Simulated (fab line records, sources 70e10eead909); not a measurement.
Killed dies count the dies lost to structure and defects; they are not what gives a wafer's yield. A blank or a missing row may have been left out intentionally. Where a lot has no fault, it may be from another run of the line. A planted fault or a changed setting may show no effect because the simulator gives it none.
Matching of chambers	flow nand-harc	NHARC_P_STI_DESCUM_14 on rie-diel-12: 4 sister chambers
The step chemistry O2, time 3 s. 7 wafers are shown with their chamber, then 9 later ones without.

## WAFERS WITH THEIR CHAMBER
wafer	chamber	showerhead-plenum-p-Torr (Torr)	drypump-motor-current-A (A)
L083.4	0	1.91	5.4
L083.1	3	1.91	6.4
L083.2	1	1.95	5.7
L083.5	2	1.85	5.2
L089.1	2	1.85	5.2
L089.2	1	1.95	5.7
L089.6	3	1.90	6.5

## WAFERS WITH NO CHAMBER GIVEN
wafer	showerhead-plenum-p-Torr (Torr)	drypump-motor-current-A (A)
L092.2	1.91	5.4
L092.4	1.95	5.7
L092.6	1.90	6.5
L094.1	1.90	6.5
L094.4	1.85	5.2
L094.5	1.91	5.4
L096.2	1.91	5.4
L096.4	1.95	5.7
L096.6	1.91	5.4

## CHAMBER TAKEN BY EACH
wafer	from the rows above	in truth
L092.2	0	0
L092.4	1	1
L092.6	3	3
L094.1	3	3
L094.4	2	2
L094.5	0	0
L096.2	0	0
L096.4	1	1
L096.6	0	0
Correctly placed: 9 of 9. Can't be placed from these rows: 0. 0 placed wrongly.
How it was worked out, from the rows above alone: a wafer's distance from a chamber is the root of the sum, over the readings, of the square of ((its reading less the chamber's mean) divided by the reading's scatter). The wafer belongs to the nearest chamber; if the next one is less than 2 further off, it can't be placed. For every chamber, the mean is computed from those of its wafers that are shown. The scatter: the root of (the sum of the squares of (reading less its chamber's mean) over the shown wafers, divided by (wafers less chambers)).
